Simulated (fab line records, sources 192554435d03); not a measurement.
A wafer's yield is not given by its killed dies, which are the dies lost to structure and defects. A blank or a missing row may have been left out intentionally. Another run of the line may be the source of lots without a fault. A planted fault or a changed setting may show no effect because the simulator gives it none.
Which tool is to blame?	flow n5Finfet	20 lots with 60 wafers sampled at 6 steps, on a route of 1938 steps

== WHAT THE GAUGES SHOWED, per wafer ==
No reading from a measuring or inspecting step in the record can be judged against a usual standard deviation.

== EACH LOT AND THE TOOL THAT RAN IT (in order: tool; ch and the chambers of the sampled wafers; start) ==
lot	N5_DUMMY_GATE_ETCH_36	N5_SD_EPI_P_ETCH_37	N5_SD_EPI_P_ETCH_47	N5_SD_EPI_P_ETCH_16	N5_SDB_HM_OPEN_20	N5_SDB_CMP_30
L074	rieDiel-04 ch 1,2,3, day 3 02:55	rieDiel-04 ch 1,2,3, day 3 10:52	rieDiel-04 ch 1,2,3, day 3 11:18	rieDiel-04 ch 1,2,3, day 3 11:24	rieDiel-06 ch 0,1, day 3 22:20	cmp-04 ch 0,3, day 4 02:30
L075	rieDiel-03 ch 2,3, day 3 09:01	rieDiel-03 ch 0,1, day 3 17:41	rieDiel-03 ch 0,1, day 3 18:07	rieDiel-03 ch 0,1, day 3 18:13	rieDiel-02 ch 0,1, day 4 05:26	cmp-03 ch 2,3, day 4 08:45
L076	rieDiel-03 ch 1,2,3, day 3 18:31	rieDiel-03 ch 0,2,3, day 4 01:24	rieDiel-03 ch 0,2,3, day 4 01:49	rieDiel-03 ch 0,2,3, day 4 01:55	rieDiel-06 ch 0,2,3, day 4 14:02	cmp-02 ch 0,1,3, day 4 17:27
L077	rieDiel-01 ch 0,1,3, day 3 22:26	rieDiel-03 ch 0,3, day 4 07:10	rieDiel-03 ch 0,3, day 4 07:35	rieDiel-03 ch 0,3, day 4 07:41	rieDiel-06 ch 0,2, day 4 18:56	cmp-03 ch 2,3, day 5 00:14
L079	rieDiel-03 ch 0,1,2, day 4 05:20	rieDiel-04 ch 0,1,3, day 4 12:58	rieDiel-04 ch 0,1,3, day 4 13:24	rieDiel-04 ch 0,1,3, day 4 13:30	rieDiel-05 ch 0,1,3, day 5 01:38	cmp-04 ch 1,2,3, day 5 05:10
L080	rieDiel-03 ch 0,1,2, day 4 10:22	rieDiel-01 ch 1,2,3, day 4 17:26	rieDiel-01 ch 1,2,3, day 4 17:52	rieDiel-01 ch 1,2,3, day 4 17:58	rieDiel-02 ch 0,3, day 5 05:17	cmp-02 ch 1,2,3, day 5 08:40
L081	rieDiel-04 ch 1,2, day 4 15:41	rieDiel-01 ch 0,1,2, day 4 22:59	rieDiel-01 ch 0,1,2, day 4 23:25	rieDiel-01 ch 0,1,2, day 4 23:31	rieDiel-06 ch 0,3, day 5 10:29	cmp-02 ch 0,1, day 5 14:43
L082	rieDiel-03 ch 1,2, day 4 21:04	rieDiel-03 ch 1,3, day 5 05:07	rieDiel-03 ch 1,3, day 5 05:32	rieDiel-03 ch 1,3, day 5 05:38	rieDiel-02 ch 0,3, day 5 16:38	cmp-04 ch 1,2, day 5 19:56
L083	rieDiel-03 ch 1,3, day 5 06:13	rieDiel-01 ch 0,1,3, day 5 13:31	rieDiel-01 ch 0,1,3, day 5 14:08	rieDiel-01 ch 0,1,3, day 5 14:14	rieDiel-02 ch 1,2, day 6 01:19	cmp-03 ch 2,3, day 6 04:41
L085	rieDiel-03 ch 0,2,3, day 5 21:20	rieDiel-03 ch 1,2, day 6 05:35	rieDiel-03 ch 1,2, day 6 06:01	rieDiel-03 ch 1,2, day 6 06:07	rieDiel-06 ch 0,1,3, day 6 19:04	cmp-03 ch 0,3, day 6 23:07
L086	rieDiel-03 ch 0,1,2, day 6 02:24	rieDiel-04 ch 0,1,2, day 6 10:14	rieDiel-04 ch 0,1,2, day 6 10:40	rieDiel-04 ch 0,1,2, day 6 10:46	rieDiel-06 ch 0,1,2, day 6 21:55	cmp-04 ch 0,2,3, day 7 02:11
L087	rieDiel-01 ch 1,2,3, day 6 06:28	rieDiel-03 ch 0,2,3, day 6 13:16	rieDiel-03 ch 0,2,3, day 6 13:42	rieDiel-03 ch 0,2,3, day 6 13:48	rieDiel-06 ch 0,3, day 7 02:07	cmp-04 ch 1,2,3, day 7 05:32
L090	rieDiel-04 ch 0,1,2, day 6 21:00	rieDiel-04 ch 0,1,3, day 7 04:19	rieDiel-04 ch 0,1,3, day 7 04:44	rieDiel-04 ch 0,1,3, day 7 04:50	rieDiel-06 ch 1,2, day 7 15:59	cmp-02 ch 0,1,3, day 7 20:07
L091	rieDiel-03 ch 0,1,3, day 7 03:30	rieDiel-04 ch 1,2,3, day 7 09:59	rieDiel-04 ch 1,2,3, day 7 10:25	rieDiel-04 ch 1,2,3, day 7 10:31	rieDiel-06 ch 0,1,2, day 7 22:42	cmp-02 ch 0,2,3, day 8 02:15
L092	rieDiel-03 ch 0,1,2, day 7 10:04	rieDiel-03 ch 0,3, day 7 17:52	rieDiel-03 ch 0,3, day 7 18:18	rieDiel-03 ch 0,3, day 7 18:24	rieDiel-02 ch 0,1,3, day 8 06:44	cmp-02 ch 1,2, day 8 10:03
L093	rieDiel-01 ch 1,2,3, day 7 16:37	rieDiel-01 ch 1,2,3, day 8 00:28	rieDiel-01 ch 1,2,3, day 8 00:53	rieDiel-01 ch 1,2,3, day 8 00:59	rieDiel-02 ch 0,2, day 8 12:52	cmp-02 ch 0,1,3, day 8 16:14
L094	rieDiel-03 ch 1,2,3, day 7 23:36	rieDiel-04 ch 0,3, day 8 06:58	rieDiel-04 ch 0,3, day 8 07:24	rieDiel-04 ch 0,3, day 8 07:30	rieDiel-02 ch 0,1,2, day 8 19:28	cmp-02 ch 1,2, day 8 22:51
L095	rieDiel-03 ch 1,2,3, day 8 06:25	rieDiel-03 ch 0,1,3, day 8 13:29	rieDiel-03 ch 0,1,3, day 8 13:55	rieDiel-03 ch 0,1,3, day 8 14:01	rieDiel-06 ch 0,1,3, day 9 02:16	cmp-02 ch 0,2,3, day 9 06:01
L096	rieDiel-04 ch 0,1,2, day 8 09:44	rieDiel-01 ch 1,2, day 8 18:50	rieDiel-01 ch 1,2, day 8 19:16	rieDiel-01 ch 1,2, day 8 19:22	rieDiel-05 ch 0,2,3, day 9 06:42	cmp-02 ch 0,1, day 9 10:05
L097	rieDiel-01 ch 1,3, day 8 16:34	rieDiel-03 ch 0,1,2, day 8 23:52	rieDiel-03 ch 0,1,2, day 9 00:17	rieDiel-03 ch 0,1,2, day 9 00:23	rieDiel-02 ch 1,3, day 9 13:16	cmp-03 ch 0,1,2, day 9 16:35
- N5_DUMMY_GATE_ETCH_36: etches SiARC in CF4, target depth 13 nm.
- N5_SD_EPI_P_ETCH_37: etches SOC in N2/H2, overetch 108 nm, time 486 s.
- N5_SD_EPI_P_ETCH_47: etches SiOCN in CH3F/O2, target depth 25 nm.
- N5_SD_EPI_P_ETCH_16: etches SiO2 in CHF3/O2, target depth 5 nm.
- N5_SDB_HM_OPEN_20: chemistry CH3F/O2, target SiNx, stops on poly-Si, target depth 24 nm.
- N5_SDB_CMP_30: polishes, stops on poly-Si, t overpolish 1.54 s, target thk 30 nm.

== AS READ BY THE TOOLS THEMSELVES (means over the sampled wafers that have a number; for cases with no such wafer, the mark the record gives instead) ==
N5_DUMMY_GATE_ETCH_36.
lot	tool	cf4FlowSccm (sccm)	drypumpMotorCurrentA (A)	oesProductAu (a.u.)	rfVppV (V)	showerheadPlenumPTorr (Torr)	throttleValvePct (%)
L074	rieDiel-04	99.96	5.6	0.78	183.3	2.11	15.54
L075	rieDiel-03	99.53	5.4	0.87	183.6	2.16	15.62
L076	rieDiel-03	100.06	5.6	0.85	183.7	2.14	15.68
L077	rieDiel-01	100.14	5.3	0.72	183.5	2.10	15.82
L079	rieDiel-03	99.96	5.2	0.77	183.5	2.12	15.73
L080	rieDiel-03	99.77	5.2	0.77	183.4	2.12	15.75
L081	rieDiel-04	99.96	5.0	0.74	182.7	2.06	15.49
L082	rieDiel-03	100.04	5.2	0.82	184.1	2.17	15.71
L083	rieDiel-03	100.12	5.8	0.80	183.8	2.12	15.76
L085	rieDiel-03	100.04	5.4	0.90	184.4	2.19	15.54
L086	rieDiel-03	99.95	5.2	0.86	184.2	2.20	15.61
L087	rieDiel-01	100.13	5.4	0.80	184.3	2.12	15.62
L090	rieDiel-04	100.12	5.2	0.81	184.1	2.11	15.54
L091	rieDiel-03	100.06	5.6	0.84	183.6	2.17	15.62
L092	rieDiel-03	100.10	5.2	0.83	184.5	2.19	15.63
L093	rieDiel-01	99.86	5.4	0.88	183.5	2.12	15.49
L094	rieDiel-03	99.92	5.6	0.80	184.3	2.13	15.74
L095	rieDiel-03	99.85	5.6	0.80	183.8	2.13	15.75
L096	rieDiel-04	99.62	5.3	0.81	183.0	2.11	15.56
L097	rieDiel-01	100.07	5.4	0.88	183.5	2.16	15.49

N5_SD_EPI_P_ETCH_37.
lot	tool	drypumpMotorCurrentA (A)	oesProductAu (a.u.)	rfVppV (V)	showerheadPlenumPTorr (Torr)	throttleValvePct (%)
L074	rieDiel-04	5.6	0.70	240.2	2.52	24.1
L075	rieDiel-03	5.4	0.65	240.2	2.47	23.8
L076	rieDiel-03	5.4	0.73	239.7	2.48	23.5
L077	rieDiel-03	5.8	0.74	239.4	2.45	23.6
L079	rieDiel-04	5.8	0.69	240.6	2.57	24.0
L080	rieDiel-01	5.4	0.64	240.7	2.50	23.8
L081	rieDiel-01	5.3	0.65	239.9	2.43	24.0
L082	rieDiel-03	5.8	0.70	240.6	2.52	24.0
L083	rieDiel-01	5.4	0.64	239.9	2.47	23.9
L085	rieDiel-03	5.3	0.72	241.0	2.55	23.8
L086	rieDiel-04	5.3	0.75	240.7	2.52	23.9
L087	rieDiel-03	5.4	0.79	241.1	2.57	23.5
L090	rieDiel-04	5.8	0.75	241.3	2.56	24.0
L091	rieDiel-04	5.6	0.68	239.7	2.51	24.1
L092	rieDiel-03	5.8	0.79	241.4	2.54	23.6
L093	rieDiel-01	5.4	0.78	240.3	2.49	23.7
L094	rieDiel-04	6.0	0.73	240.4	2.57	24.2
L095	rieDiel-03	5.6	0.74	240.9	2.55	23.7
L096	rieDiel-01	5.4	0.78	239.7	2.45	23.8
L097	rieDiel-03	5.2	0.73	242.2	2.58	23.7

N5_SD_EPI_P_ETCH_47.
lot	tool	drypumpMotorCurrentA (A)	oesProductAu (a.u.)	rfVppV (V)	showerheadPlenumPTorr (Torr)	throttleValvePct (%)
L074	rieDiel-04	5.6	0.77	127.4	1.97	16.28
L075	rieDiel-03	5.4	0.74	127.0	1.96	16.44
L076	rieDiel-03	5.4	0.81	125.6	1.96	16.37
L077	rieDiel-03	5.8	0.83	126.1	1.95	16.39
L079	rieDiel-04	5.8	0.77	127.6	2.02	16.47
L080	rieDiel-01	5.4	0.72	128.4	1.99	16.48
L081	rieDiel-01	5.3	0.71	129.8	1.92	16.55
L082	rieDiel-03	5.8	0.79	129.4	1.98	16.45
L083	rieDiel-01	5.4	0.70	126.2	1.96	16.56
L085	rieDiel-03	5.2	0.80	126.9	2.01	16.39
L086	rieDiel-04	5.2	0.83	128.1	1.98	16.24
L087	rieDiel-03	5.4	0.88	126.5	2.04	16.27
L090	rieDiel-04	5.8	0.85	128.5	2.02	16.37
L091	rieDiel-04	5.6	0.75	127.2	1.96	16.34
L092	rieDiel-03	5.8	0.87	126.9	2.02	16.30
L093	rieDiel-01	5.4	0.88	127.9	1.98	16.22
L094	rieDiel-04	6.1	0.82	128.0	2.02	16.44
L095	rieDiel-03	5.6	0.83	126.5	2.02	16.33
L096	rieDiel-01	5.3	0.86	132.1	1.94	16.23
L097	rieDiel-03	5.2	0.82	126.0	2.04	16.34

N5_SD_EPI_P_ETCH_16.
lot	tool	drypumpMotorCurrentA (A)	oesProductAu (a.u.)	rfVppV (V)	showerheadPlenumPTorr (Torr)	throttleValvePct (%)
L074	rieDiel-04	5.6	0.77	519	2.37	18.84
L075	rieDiel-03	5.4	0.74	523	2.35	18.99
L076	rieDiel-03	5.4	0.81	517	2.37	18.96
L077	rieDiel-03	5.8	0.83	518	2.35	19.02
L079	rieDiel-04	5.8	0.77	529	2.44	19.05
L080	rieDiel-01	5.4	0.72	531	2.40	19.05
L081	rieDiel-01	5.3	0.71	538	2.31	19.09
L082	rieDiel-03	5.8	0.79	529	2.38	19.02
L083	rieDiel-01	5.3	0.71	526	2.36	19.11
L085	rieDiel-03	5.2	0.80	521	2.43	18.99
L086	rieDiel-04	5.2	0.83	526	2.38	18.85
L087	rieDiel-03	5.4	0.89	519	2.46	18.89
L090	rieDiel-04	5.8	0.84	529	2.43	18.97
L091	rieDiel-04	5.6	0.75	520	2.36	18.88
L092	rieDiel-03	5.8	0.88	520	2.44	18.93
L093	rieDiel-01	5.4	0.88	531	2.39	18.82
L094	rieDiel-04	6.0	0.82	522	2.43	19.04
L095	rieDiel-03	5.6	0.83	523	2.43	18.93
L096	rieDiel-01	5.3	0.85	545	2.34	18.82
L097	rieDiel-03	5.2	0.82	521	2.45	18.91

N5_SDB_HM_OPEN_20.
lot	tool	drypumpMotorCurrentA (A)	oesProductAu (a.u.)	rfVppV (V)	showerheadPlenumPTorr (Torr)	throttleValvePct (%)
L074	rieDiel-06	5.7	0.66	290	2.07	16.3
L075	rieDiel-02	6.1	0.63	302	2.06	16.6
L076	rieDiel-06	5.2	0.66	296	2.03	16.2
L077	rieDiel-06	5.3	0.61	292	2.07	16.5
L079	rieDiel-05	5.6	0.62	292	2.01	16.2
L080	rieDiel-02	5.6	0.57	291	2.07	16.7
L081	rieDiel-06	5.0	0.74	297	2.00	16.0
L082	rieDiel-02	5.9	0.59	298	2.06	16.7
L083	rieDiel-02	5.5	0.62	296	2.04	16.6
L085	rieDiel-06	5.5	0.70	296	2.02	16.1
L086	rieDiel-06	5.7	0.63	295	2.05	16.3
L087	rieDiel-06	5.0	0.71	296	2.00	16.1
L090	rieDiel-06	6.1	0.73	298	2.03	15.9
L091	rieDiel-06	5.7	0.69	295	2.05	16.2
L092	rieDiel-02	5.8	0.59	295	2.04	16.7
L093	rieDiel-02	5.5	0.58	297	2.07	16.6
L094	rieDiel-02	5.7	0.58	298	2.05	16.6
L095	rieDiel-06	5.5	0.66	295	2.02	16.1
L096	rieDiel-05	5.9	0.65	289	1.97	16.3
L097	rieDiel-02	5.4	0.73	289	2.03	16.5

N5_SDB_CMP_30.
lot	tool	motorCurrentA (A)	overpolishRunS (s)	timeToEndpointS (s)
L074	cmp-04	12.7	1.543	14.0
L075	cmp-03	11.7	1.544	13.7
L076	cmp-02	12.2	1.542	14.2
L077	cmp-03	12.1	1.550	16.0
L079	cmp-04	12.6	1.542	15.4
L080	cmp-02	11.0	1.540	17.4
L081	cmp-02	11.9	1.549	17.0
L082	cmp-04	13.1	1.535	18.0
L083	cmp-03	11.7	1.537	16.5
L085	cmp-03	11.7	1.551	14.1
L086	cmp-04	12.1	1.543	16.4
L087	cmp-04	12.5	1.541	18.3
L090	cmp-02	12.0	1.544	15.6
L091	cmp-02	11.0	1.541	18.0
L092	cmp-02	10.0	1.559	18.1
L093	cmp-02	12.1	1.540	14.9
L094	cmp-02	10.0	1.538	17.1
L095	cmp-02	11.5	1.541	18.5
L096	cmp-02	11.6	1.539	16.6
L097	cmp-03	12.9	1.535	13.9

== THE ANSWER, worked out from the rows above alone ==
Rule: what is usual is taken from the lots themselves. Put in order of their means at a reading, lots are off if they are a third of the lots or fewer, leave a main group of 4 or more, and stand apart from it by a gap of 3 or more times the standard deviation of the main group's means; of several such gaps the widest counts. A main group is skipped when, at the precision printed for the reading in the tables above, its means are all equal. A lot without any number at a reading at which 4 lots or more have one is off too. Where the step has rows for the other lots, those lots are counted as sound. Order of review: gauges by route order, followed by the tools' own readings, for which a lot's mean as printed above is used. At the first step where some lot is off, the reading lying furthest off is the one used; lots without a number count as furthest.
Across all readings shown, no lot is off: no conclusion can be drawn from this.

== WHAT THE SIMULATOR HAD INSERTED ==
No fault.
